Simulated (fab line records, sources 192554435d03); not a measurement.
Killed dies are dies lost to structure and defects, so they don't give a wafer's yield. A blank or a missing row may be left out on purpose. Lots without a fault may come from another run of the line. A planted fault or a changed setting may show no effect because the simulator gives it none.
Problem report in the 8D (eight disciplines) form, filled by code | flow n5_finfet | the parts of the form that need people (team, actions taken, sign-off) are left out

1. THE PROBLEM
bias_w at N5_BEOL_M2_ETCH_69 reads a mean of 31.91 W on 9 wafers of 3 lots; wafers without a fault read 36.01 W with a standard deviation of 0.11. That is -37 standard deviations from the usual mean.
The step: etches SiARC in CF4, target depth 15.6 nm, time 26 s.
First seen on wafer L719.2, day 10 10:35, on rie_diel-05. The record holds 27 wafers of 9 lots with a number at this step. Rule for "out", or "out of limits": more than 4 standard deviations from the usual mean. The other wafers with a number count as sound.

2. WHAT IT IS AND WHAT IT IS NOT
question                    | is                     | is not
which readings at this step | bias_w, rf_vpp_V       | oes_product_au, throttle_valve_pct
which lots                  | L718, L719, L720       | L705, L709, L714, L716, L717, L721
which wafers of those lots  | all that have a number | -
read on which tools         | rie_diel-05            | rie_diel-01, rie_diel-03
when                        | from day 10 10:35      | up to then (15 sound wafers); but 3 sound wafers of L721 came after

3. SUSPECTS, AND WHAT RULES EACH OUT
Counting: a tool at a process step up to the reading stays a suspect if it ran every lot that is out and no sound lot after the first of them.
- rie_diel-03 at N5_BEOL_M2_ETCH_74 (etches underlayer in N2/H2, target depth 6.5 nm, time 5.2 s): kept. It ran every lot that is out, first L719 (day 10 08:41), and no sound lot after that.
- rie_diel-05 at N5_BEOL_M2_ETCH_69 (etches SiARC in CF4, target depth 15.6 nm, time 26 s): kept. It ran every lot that is out, first L719 (day 10 10:35), and no sound lot after that; its last sound lot up to then is L716 (day 10 00:32). Its own readings are out on those wafers: bias_w, rf_vpp_V.
Left after counting: rie_diel-03 at N5_BEOL_M2_ETCH_74, rie_diel-05 at N5_BEOL_M2_ETCH_69.

4. THE CAUSE (what the simulator had put in)
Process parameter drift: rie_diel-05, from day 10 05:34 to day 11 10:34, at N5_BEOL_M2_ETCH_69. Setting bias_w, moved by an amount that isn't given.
Counting left 2 suspects, and this tool is among them.

5. THE CHAIN OF EFFECTS, in route order
Each row: a reading whose mean over the struck wafers that have a number lies more than 3 standard deviations from the usual. Only readings for which the record gives a usual standard deviation are gone through. hours: the time from each lot's start at the first step in this table that gives one to its start at this step, as a median over the lots. sigmas: the change in usual standard deviations.
hours | step               | reading  | usual   | on struck wafers | change | sigmas
0     | N5_BEOL_M2_ETCH_69 | bias_w   | 36.01 W | 31.91            | -4.10  | -37
0     | N5_BEOL_M2_ETCH_69 | rf_vpp_V | 184.3 V | 171.6            | -12.7  | -12
The process steps in it:
- N5_BEOL_M2_ETCH_69: etches SiARC in CF4, target depth 15.6 nm, time 26 s.
Later measuring or inspecting steps at which every struck wafer that the step has a row for has a number for every such reading, and none has moved that far: N5_BEOL_M4_RC_MEAS_101.

6. WHAT WOULD HAVE CAUGHT IT SOONER
In this record the first reading out of limits was taken at day 10 10:35, 5 hours after the fault began at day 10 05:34.
